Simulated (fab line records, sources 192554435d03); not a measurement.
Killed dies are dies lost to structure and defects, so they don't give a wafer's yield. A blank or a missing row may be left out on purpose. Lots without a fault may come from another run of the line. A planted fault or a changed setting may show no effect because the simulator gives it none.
Chamber matching | flow n5_finfet | N5_FIN_SAQP_PECVD_06 on pecvd-03: 3 sister chambers
The step deposits a-Si from SiH4/He, target thk 60 nm, time 48.1 s. 3 wafers are shown with their chamber, then 8 later ones without.

WAFERS WITH THEIR CHAMBER
wafer  | chamber | throttle_valve_pct (%)
L090.1 | 0       | 18.6
L090.3 | 2       | 16.9
L092.4 | 1       | 19.9

WAFERS WITHOUT THEIR CHAMBER
wafer  | throttle_valve_pct (%)
L092.5 | 18.7
L092.6 | 16.8
L093.1 | 17.2
L093.4 | 17.0
L093.6 | 20.1
L097.1 | 17.0
L097.3 | 20.1
L097.6 | 19.8

WHICH CHAMBER EACH WENT THROUGH
wafer  | from the rows above | in truth
L092.5 | 0                   | 0
L092.6 | 2                   | 2
L093.1 | 2                   | 2
L093.4 | 2                   | 2
L093.6 | 1                   | 1
L097.1 | 2                   | 2
L097.3 | 1                   | 1
L097.6 | 1                   | 1
Placed correctly: 8 of 8. Can't be placed from these rows: 0. Placed wrongly: 0.
How it was worked out, from the rows above alone: a wafer's distance from a chamber is the root of the sum, over the readings, of the square of ((its reading less the chamber's mean) divided by the reading's scatter). The wafer belongs to the nearest chamber; if the next one is less than 2 further off, it can't be placed. A chamber's mean is the mean of its shown wafers. The scatter: with one shown wafer a chamber, the root of the mean of the squares of how far each hidden wafer lies from its nearest shown one.
